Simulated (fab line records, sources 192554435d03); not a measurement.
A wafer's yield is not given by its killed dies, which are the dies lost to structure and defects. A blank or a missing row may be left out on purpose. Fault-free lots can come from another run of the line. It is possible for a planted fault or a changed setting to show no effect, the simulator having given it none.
Chamber matching :: flow n5 finfet :: 4 sister chambers for N5_DUMMY_GATE_ETCH_42 on rie diel-03
The step etches SiO2 in CHF3/O2, target depth 3.5 nm, time 31 s. 16 wafers are shown with their chamber, then 8 later ones without.

== EACH WAFER AND ITS CHAMBER ==
wafer: L075.2
chamber: 2
drypump motor current A (A): 5.4
oes_ar_750_au (a.u.): 0.69
throttle valve pct (%): 19.03

wafer: L075.4
chamber: 1
drypump motor current A (A): 5.3
oes_ar_750_au (a.u.): 0.75
throttle valve pct (%): 18.86

wafer: L075.5
chamber: 1
drypump motor current A (A): 5.3
oes_ar_750_au (a.u.): 0.75
throttle valve pct (%): 18.85

wafer: L078.1
chamber: 3
drypump motor current A (A): 6.2
oes_ar_750_au (a.u.): 0.86
throttle valve pct (%): 18.67

wafer: L078.4
chamber: 0
drypump motor current A (A): 5.6
oes_ar_750_au (a.u.): 0.78
throttle valve pct (%): 18.60

wafer: L078.6
chamber: 1
drypump motor current A (A): 5.2
oes_ar_750_au (a.u.): 0.74
throttle valve pct (%): 18.89

wafer: L081.2
chamber: 3
drypump motor current A (A): 6.2
oes_ar_750_au (a.u.): 0.85
throttle valve pct (%): 18.69

wafer: L081.3
chamber: 1
drypump motor current A (A): 5.2
oes_ar_750_au (a.u.): 0.74
throttle valve pct (%): 18.88

wafer: L081.4
chamber: 2
drypump motor current A (A): 5.4
oes_ar_750_au (a.u.): 0.69
throttle valve pct (%): 19.05

wafer: L082.4
chamber: 0
drypump motor current A (A): 5.6
oes_ar_750_au (a.u.): 0.77
throttle valve pct (%): 18.61

wafer: L082.5
chamber: 3
drypump motor current A (A): 6.2
oes_ar_750_au (a.u.): 0.85
throttle valve pct (%): 18.69

wafer: L082.6
chamber: 1
drypump motor current A (A): 5.2
oes_ar_750_au (a.u.): 0.74
throttle valve pct (%): 18.90

wafer: L085.2
chamber: 0
drypump motor current A (A): 5.6
oes_ar_750_au (a.u.): 0.77
throttle valve pct (%): 18.62

wafer: L085.3
chamber: 1
drypump motor current A (A): 5.3
oes_ar_750_au (a.u.): 0.73
throttle valve pct (%): 18.90

wafer: L085.6
chamber: 1
drypump motor current A (A): 5.2
oes_ar_750_au (a.u.): 0.73
throttle valve pct (%): 18.91

wafer: L090.1
chamber: 1
drypump motor current A (A): 5.3
oes_ar_750_au (a.u.): 0.73
throttle valve pct (%): 18.92

SIGNATURES (averages over the wafers above)
reading: drypump motor current A
chamber 0: 5.600
chamber 1: 5.250
chamber 2: 5.400
chamber 3: 6.200
scatter within a chamber: 0.0408

reading: oes_ar_750_au
chamber 0: 0.7733
chamber 1: 0.7388
chamber 2: 0.6900
chamber 3: 0.8533
scatter within a chamber: 0.00719

reading: throttle valve pct
chamber 0: 18.6100
chamber 1: 18.8888
chamber 2: 19.0400
chamber 3: 18.6833
scatter within a chamber: 0.0199
Rule: for a wafer and a chamber, the distance is found by dividing, reading by reading, the gap between the wafer's reading and the chamber's mean by the reading's scatter, squaring, summing and taking the root. If the next closest chamber is less than 2 further off than the closest, the wafer can't be placed; otherwise it belongs to the closest. The scatter: take each reading less its chamber's mean, square it, sum over the shown wafers, divide by the number of wafers less the number of chambers, and take the root.

== WAFERS WITHOUT THEIR CHAMBER ==
wafer: L090.3
drypump motor current A (A): 5.6
oes_ar_750_au (a.u.): 0.76
throttle valve pct (%): 18.65

wafer: L090.6
drypump motor current A (A): 5.6
oes_ar_750_au (a.u.): 0.76
throttle valve pct (%): 18.63

wafer: L091.1
drypump motor current A (A): 5.6
oes_ar_750_au (a.u.): 0.76
throttle valve pct (%): 18.63

wafer: L091.2
drypump motor current A (A): 5.2
oes_ar_750_au (a.u.): 0.73
throttle valve pct (%): 18.94

wafer: L091.3
drypump motor current A (A): 5.4
oes_ar_750_au (a.u.): 0.94
throttle valve pct (%): 18.67

wafer: L092.4
drypump motor current A (A): 5.6
oes_ar_750_au (a.u.): 0.76
throttle valve pct (%): 18.65

wafer: L092.5
drypump motor current A (A): 5.6
oes_ar_750_au (a.u.): 0.75
throttle valve pct (%): 18.64

wafer: L092.6
drypump motor current A (A): 6.2
oes_ar_750_au (a.u.): 0.82
throttle valve pct (%): 18.72

== WHICH CHAMBER EACH ONE RAN IN ==
wafer: L090.3
from the rows above: 0
in truth: 0

wafer: L090.6
from the rows above: 0
in truth: 0

wafer: L091.1
from the rows above: 0
in truth: 0

wafer: L091.2
from the rows above: 1
in truth: 1

wafer: L091.3
from the rows above: can't be placed: 3 or 0
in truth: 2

wafer: L092.4
from the rows above: 0
in truth: 0

wafer: L092.5
from the rows above: 0
in truth: 0

wafer: L092.6
from the rows above: 3
in truth: 3
Placed correctly: 7 of 8. Can't be placed from these rows: 1 (the true chamber is among the candidates in 0). Wrongly placed: 0.
